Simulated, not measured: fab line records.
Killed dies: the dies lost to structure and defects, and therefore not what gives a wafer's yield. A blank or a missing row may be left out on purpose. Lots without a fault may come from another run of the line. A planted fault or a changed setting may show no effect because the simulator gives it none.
Which tool is to blame? | flow nand_harc | Sampling: 12 lots, 36 wafers, 2 of 1302 route steps

== WHAT THE GAUGES READ, wafer by wafer ==
NHARC_P_ZERO_WELL_CD_MEAS_24 targets a cd of 720 nm.
lot  | measured     | on        | cd_nm (nm)
L075 | day 2 08:20  | cd_sem-03 | 720.0 719.3 720.1
L077 | day 3 04:21  | cd_sem-01 | 719.4 720.4 721.9
L079 | day 4 00:20  | cd_sem-03 | 718.9 720.3 718.0
L081 | day 4 20:40  | cd_sem-03 | 721.1 716.4 717.5
L083 | day 5 16:28  | cd_sem-03 | 720.2 720.6 719.3
L085 | day 6 12:28  | cd_sem-01 | 719.6 717.2 720.5
L087 | day 7 08:47  | cd_sem-02 | 722.6 720.6 719.2
L089 | day 8 04:35  | cd_sem-01 | 719.3 719.8 717.7
L091 | day 9 00:27  | cd_sem-02 | 719.4 720.5 719.1
L093 | day 9 20:27  | cd_sem-03 | 720.7 718.6 719.0
L095 | day 10 16:29 | cd_sem-01 | 721.0 719.9 722.6
L097 | day 11 13:34 | cd_sem-01 | 723.5 718.6 720.8

== WHICH TOOL RAN EACH LOT (tool, then ch and the chambers of the sampled wafers, then the start) ==
lot  | NHARC_P_ZERO_WELL_DESCUM_13
L075 | rie_diel-03 ch 0,3, day 2 07:17
L077 | rie_diel-07 ch 2,3, day 3 03:17
L079 | rie_diel-03 ch 0,2,3, day 3 23:17
L081 | rie_diel-03 ch 0,3, day 4 19:16
L083 | rie_diel-07 ch 0,1,2, day 5 15:25
L085 | rie_diel-10 ch 0,3, day 6 11:17
L087 | rie_diel-03 ch 1,2,3, day 7 07:23
L089 | rie_diel-10 ch 0,1,2, day 8 03:24
L091 | rie_diel-07 ch 1,2, day 8 23:23
L093 | rie_diel-10 ch 0,3, day 9 19:23
L095 | rie_diel-03 ch 0,1,2, day 10 15:16
L097 | rie_diel-03 ch 0,3, day 11 11:55
- NHARC_P_ZERO_WELL_DESCUM_13: chemistry O2, time 3 s.

== THE ANSWER, worked out from the rows above alone ==
Rule: what is usual is taken from the lots themselves. Put in order of their means at a reading, lots are off if they are a third of the lots or fewer, leave a main group of 4 or more, and stand apart from it by a gap of 3 or more times the standard deviation of the main group's means; of several such gaps the widest counts. The tables above print the reading to a certain number of digits; a main group whose means all agree to those digits is not used. Also off: a lot with no number at a reading for which 4 or more lots have one. Where the step has rows for the other lots, those lots are counted as sound.
Across all readings shown, no lot is off: no conclusion can be drawn from this.

== WHAT WAS PUT IN BY THE SIMULATOR ==
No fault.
